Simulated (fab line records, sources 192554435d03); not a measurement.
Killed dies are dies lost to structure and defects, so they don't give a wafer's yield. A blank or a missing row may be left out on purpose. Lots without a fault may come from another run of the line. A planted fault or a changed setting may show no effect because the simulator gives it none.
Chamber matching | flow n5_finfet | N5_FIN_SAQP_ETCH_52 on rie_diel-04: 4 sister chambers
The step etches SOC in N2/H2, target depth 100 nm, overetch 20 nm, time 150 s. 4 wafers are shown with their chamber, then 11 later ones without.

WAFERS WITH THEIR CHAMBER
wafer  | chamber | showerhead_plenum_p_Torr (Torr)
L078.2 | 2       | 2.43
L084.4 | 0       | 2.42
L091.3 | 3       | 2.60
L093.1 | 1       | 2.50

WAFERS WITHOUT THEIR CHAMBER
wafer  | showerhead_plenum_p_Torr (Torr)
L093.3 | 2.42
L093.6 | 2.42
L094.2 | 2.42
L094.3 | 2.50
L094.5 | 2.42
L096.1 | 2.59
L096.3 | 2.41
L096.5 | 2.42
L097.1 | 2.42
L097.3 | 2.41
L097.5 | 2.42

WHICH CHAMBER EACH WENT THROUGH
wafer  | from the rows above     | in truth
L093.3 | can't be placed: 0 or 2 | 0
L093.6 | can't be placed: 0 or 2 | 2
L094.2 | can't be placed: 0 or 2 | 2
L094.3 | 1                       | 1
L094.5 | can't be placed: 0 or 2 | 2
L096.1 | 3                       | 3
L096.3 | can't be placed: 0 or 2 | 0
L096.5 | can't be placed: 0 or 2 | 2
L097.1 | can't be placed: 0 or 2 | 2
L097.3 | can't be placed: 0 or 2 | 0
L097.5 | can't be placed: 0 or 2 | 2
Placed correctly: 2 of 11. Can't be placed from these rows: 9 (the true chamber is among the candidates in 9). Placed wrongly: 0.
How it was worked out, from the rows above alone: a wafer's distance from a chamber is the root of the sum, over the readings, of the square of ((its reading less the chamber's mean) divided by the reading's scatter). The wafer belongs to the nearest chamber; if the next one is less than 2 further off, it can't be placed. A chamber's mean is the mean of its shown wafers. The scatter: with one shown wafer a chamber, the root of the mean of the squares of how far each hidden wafer lies from its nearest shown one.
